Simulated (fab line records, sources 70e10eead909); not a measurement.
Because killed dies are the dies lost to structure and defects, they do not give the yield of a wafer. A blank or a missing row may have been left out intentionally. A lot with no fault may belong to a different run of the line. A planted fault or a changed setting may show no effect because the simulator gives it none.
Which tool did it? | flow nand-harc | Sampling: 14 lots, 42 wafers, 4 of 1302 route steps

## WHAT THE GAUGES SHOWED, per wafer
The record holds no reading of a measuring or inspecting step that can be judged against a usual standard deviation.

## TOOL THAT RAN EACH LOT (tool first, then ch and the chambers of the sampled wafers, then the start)
lot  | NHARC_A_STAIRCASE_TRIM_229         | NHARC_A_STAIRCASE_TRIM_231                    | NHARC_A_STAIRCASE_ETCH_234                    | NHARC_A_STAIRCASE_DEVELOP_249
L494 | rie-diel-09 ch 1,2,3, day 16 10:57 | rie-diel-09 ch 2,3, day 16 13:00 or earlier   | rie-diel-09 ch 1,2, day 16 13:00 or earlier   | litho-track-02 ch 0, day 16 13:00
L495 | rie-diel-05 ch 1,2,3, day 17 12:16 | rie-diel-05 ch 0,3, day 17 14:00 or earlier   | rie-diel-05 ch 0,1,3, day 17 14:00 or earlier | litho-track-02 ch 0, day 17 14:00
L497 | rie-diel-01 ch 0,2,3, day 17 14:25 | rie-diel-01 ch 0,1, day 17 16:00 or earlier   | rie-diel-01 ch 0,1,2, day 17 16:00 or earlier | litho-track-03 ch 0, day 17 16:00
L496 | rie-diel-01 ch 0,1,2, day 17 16:41 | rie-diel-01 ch 0,1, day 17 18:00 or earlier   | rie-diel-01 ch 0,2, day 17 18:00 or earlier   | litho-track-03 ch 0, day 17 18:00
L498 | rie-diel-09 ch 1,2,3, day 18 09:55 | rie-diel-09 ch 0,2,3, day 18 12:00 or earlier | rie-diel-09 ch 0,2, day 18 12:00 or earlier   | litho-track-02 ch 0, day 18 12:00
L499 | rie-diel-01 ch 1,2, day 18 16:15   | rie-diel-01 ch 1, day 18 16:46                | rie-diel-01 ch 1, day 18 17:49                | litho-track-03 ch 0, day 18 20:00
L500 | rie-diel-05 ch 1,2,3, day 18 20:55 | rie-diel-05 ch 0,1, day 18 23:00 or earlier   | rie-diel-05 ch 2,3, day 18 23:00 or earlier   | litho-track-02 ch 0, day 18 23:00
L502 | rie-diel-09 ch 0,3, day 19 07:34   | rie-diel-09 ch 0,2,3, day 19 09:00 or earlier | rie-diel-09 ch 0,3, day 19 09:00 or earlier   | litho-track-07 ch 0, day 19 09:00
L501 | rie-diel-09 ch 2,3, day 19 12:49   | rie-diel-09 ch 2,3, day 19 15:00 or earlier   | rie-diel-09 ch 2,3, day 19 15:00 or earlier   | litho-track-07 ch 0, day 19 15:00
L510 | rie-diel-09 ch 0,2,3, day 22 16:20 | rie-diel-09 ch 1,3, day 22 18:00 or earlier   | rie-diel-09 ch 1,3, day 22 18:00 or earlier   | litho-track-02, day 22 18:00
L507 | rie-diel-05 ch 0,2,3, day 22 16:31 | rie-diel-05 ch 0,1,3, day 22 18:00 or earlier | rie-diel-05 ch 0,1,2, day 22 18:00 or earlier | litho-track-03, day 22 18:00
L511 | rie-diel-01 ch 0,2,3, day 23 14:44 | rie-diel-01 ch 0,3, day 23 16:00 or earlier   | rie-diel-01 ch 1,2, day 23 16:00 or earlier   | litho-track-02 ch 0, day 23 16:00
L515 | rie-diel-01 ch 0,3, day 24 19:58   | rie-diel-01 ch 0,2, day 24 22:00 or earlier   | rie-diel-01 ch 0,2,3, day 24 22:00 or earlier | litho-track-07 ch 0, day 24 22:00
L516 | rie-diel-05 ch 0,1,2, day 25 19:30 | rie-diel-05 ch 0,1,3, day 25 21:00 or earlier | rie-diel-05 ch 0,1,3, day 25 21:00 or earlier | litho-track-07 ch 0, day 25 21:00
- NHARC_A_STAIRCASE_TRIM_229: chemistry O2, time 211.2 s.
- NHARC_A_STAIRCASE_TRIM_231: chemistry O2, time 211.2 s.
- NHARC_A_STAIRCASE_ETCH_234: etches the open film in C4F8/O2, target depth 100 nm, time 40.5 s.
- NHARC_A_STAIRCASE_DEVELOP_249: time 140 s.

## WHAT THE TOOLS THEMSELVES READ (means of the sampled wafers that have a number; where no wafer has one, the mark that the record gives instead)
NHARC_A_STAIRCASE_TRIM_229.
lot  | tool        | drypump-motor-current-A (A) | oes-product-au (a.u.) | rf-vpp-V (V) | showerhead-plenum-p-Torr (Torr) | throttle-valve-pct (%)
L494 | rie-diel-09 | 6.2                         | 1.005                 | 57.9         | 3.67                            | 17.032
L495 | rie-diel-05 | 5.6                         | 1.007                 | 58.5         | 3.71                            | 17.029
L497 | rie-diel-01 | 6.1                         | 0.997                 | 57.5         | 3.42                            | 17.040
L496 | rie-diel-01 | 5.9                         | 1.003                 | 57.4         | 3.39                            | 17.031
L498 | rie-diel-09 | 6.2                         | 1.001                 | 57.9         | 3.66                            | 17.033
L499 | rie-diel-01 | 5.7                         | 0.992                 | 58.0         | 3.42                            | 17.029
L500 | rie-diel-05 | 5.6                         | 1.003                 | 57.7         | 3.70                            | 17.032
L502 | rie-diel-09 | 5.9                         | 0.994                 | 58.3         | 3.67                            | 17.036
L501 | rie-diel-09 | 6.3                         | 1.011                 | 57.9         | 3.70                            | 17.036
L510 | rie-diel-09 | 6.1                         | 1.001                 | 58.5         | 3.64                            | 17.038
L507 | rie-diel-05 | 5.4                         | 1.006                 | 58.0         | 3.63                            | 17.022
L511 | rie-diel-01 | 6.1                         | 0.995                 | 57.8         | 3.40                            | 17.032
L515 | rie-diel-01 | 5.9                         | 1.011                 | 57.9         | 3.47                            | 17.034
L516 | rie-diel-05 | 5.6                         | 1.001                 | 57.8         | 3.60                            | 17.040

NHARC_A_STAIRCASE_TRIM_231.
lot  | tool        | drypump-motor-current-A (A) | oes-product-au (a.u.) | rf-vpp-V (V) | showerhead-plenum-p-Torr (Torr) | throttle-valve-pct (%)
L494 | rie-diel-09 | 6.3                         | 1.011                 | 58.1         | 3.72                            | 17.036
L495 | rie-diel-05 | 5.1                         | 0.998                 | 58.3         | 3.65                            | 17.038
L497 | rie-diel-01 | 5.5                         | 1.001                 | 57.3         | 3.43                            | 17.038
L496 | rie-diel-01 | 5.5                         | 0.997                 | 57.6         | 3.43                            | 17.034
L498 | rie-diel-09 | 6.1                         | 1.003                 | 57.4         | 3.66                            | 17.041
L499 | rie-diel-01 | 5.3                         | 0.999                 | 58.3         | 3.46                            | 17.032
L500 | rie-diel-05 | 5.3                         | 1.013                 | 57.9         | 3.63                            | 17.041
L502 | rie-diel-09 | 6.1                         | 1.005                 | 58.1         | 3.65                            | 17.041
L501 | rie-diel-09 | 6.3                         | 1.016                 | 57.6         | 3.70                            | 17.033
L510 | rie-diel-09 | 6.2                         | 1.006                 | 57.1         | 3.70                            | 17.045
L507 | rie-diel-05 | 5.3                         | 1.002                 | 58.1         | 3.68                            | 17.027
L511 | rie-diel-01 | 5.9                         | 1.006                 | 58.1         | 3.40                            | 17.039
L515 | rie-diel-01 | 6.3                         | 0.993                 | 57.6         | 3.32                            | 17.039
L516 | rie-diel-05 | 5.3                         | 1.004                 | 59.2         | 3.66                            | 17.026

NHARC_A_STAIRCASE_ETCH_234.
lot  | tool        | oes-product-au (a.u.) | rf-vpp-V (V)
L494 | rie-diel-09 | 0.936                 | 899
L495 | rie-diel-05 | 0.935                 | 903
L497 | rie-diel-01 | 0.954                 | 891
L496 | rie-diel-01 | 0.938                 | 890
L498 | rie-diel-09 | 0.967                 | 899
L499 | rie-diel-01 | 0.922                 | 893
L500 | rie-diel-05 | 0.947                 | 903
L502 | rie-diel-09 | 0.936                 | 903
L501 | rie-diel-09 | 0.962                 | 902
L510 | rie-diel-09 | 0.954                 | 901
L507 | rie-diel-05 | 0.951                 | 900
L511 | rie-diel-01 | 0.931                 | 891
L515 | rie-diel-01 | 0.935                 | 891
L516 | rie-diel-05 | 0.950                 | 901

NHARC_A_STAIRCASE_DEVELOP_249.
lot  | tool           | chill-plate-temp-C (C) | exhaust-pa (Pa)
L494 | litho-track-02 | 23.18                  | 44.8
L495 | litho-track-02 | 23.12                  | 44.4
L497 | litho-track-03 | 23.03                  | 44.8
L496 | litho-track-03 | 23.18                  | 44.9
L498 | litho-track-02 | 22.92                  | 45.0
L499 | litho-track-03 | 23.02                  | 45.0
L500 | litho-track-02 | 22.88                  | 44.4
L502 | litho-track-07 | 22.92                  | 45.6
L501 | litho-track-07 | 23.04                  | 45.0
L510 | litho-track-02 | -                      | -
L507 | litho-track-03 | -                      | -
L511 | litho-track-02 | 23.15                  | 44.6
L515 | litho-track-07 | 22.95                  | 44.2
L516 | litho-track-07 | 22.98                  | 44.7

## THE ANSWER, worked out from the rows above alone
Rule: usual is defined by the lots themselves. Put in order of their means at a reading, lots are off if they are a third of the lots or fewer, leave a main group of 4 or more, and stand apart from it by a gap of 3 or more times the standard deviation of the main group's means; of several such gaps the widest counts. The tables above print the reading to a certain number of digits; a main group whose means all agree to those digits is not used. A lot without any number at a reading at which 4 lots or more have one is off too. Where the step has rows for the other lots, those lots are counted as sound. Order of review: gauges by route order, followed by the tools' own readings, for which a lot's mean as printed above is used. The first step at which some lot is off is used, and at that step the reading that is off furthest; a lot without a number counts as furthest.
Off at NHARC_A_STAIRCASE_DEVELOP_249 (chill-plate-temp-C): L510, L507. Without a number there: L510, L507. The main group has a mean of 23.03 C with a standard deviation of 0.1.
A tool fits if, at that step or a process step before it, it ran every lot that is off, and no sound lot after the first of them. NHARC_A_STAIRCASE_TRIM_231: start missing for some lots; hours and lot order therefore follow NHARC_A_STAIRCASE_DEVELOP_249. NHARC_A_STAIRCASE_ETCH_234: start missing for some lots; hours and lot order therefore follow NHARC_A_STAIRCASE_DEVELOP_249. None of those tried fits.

## WHAT THE SIMULATOR HAD PUT IN
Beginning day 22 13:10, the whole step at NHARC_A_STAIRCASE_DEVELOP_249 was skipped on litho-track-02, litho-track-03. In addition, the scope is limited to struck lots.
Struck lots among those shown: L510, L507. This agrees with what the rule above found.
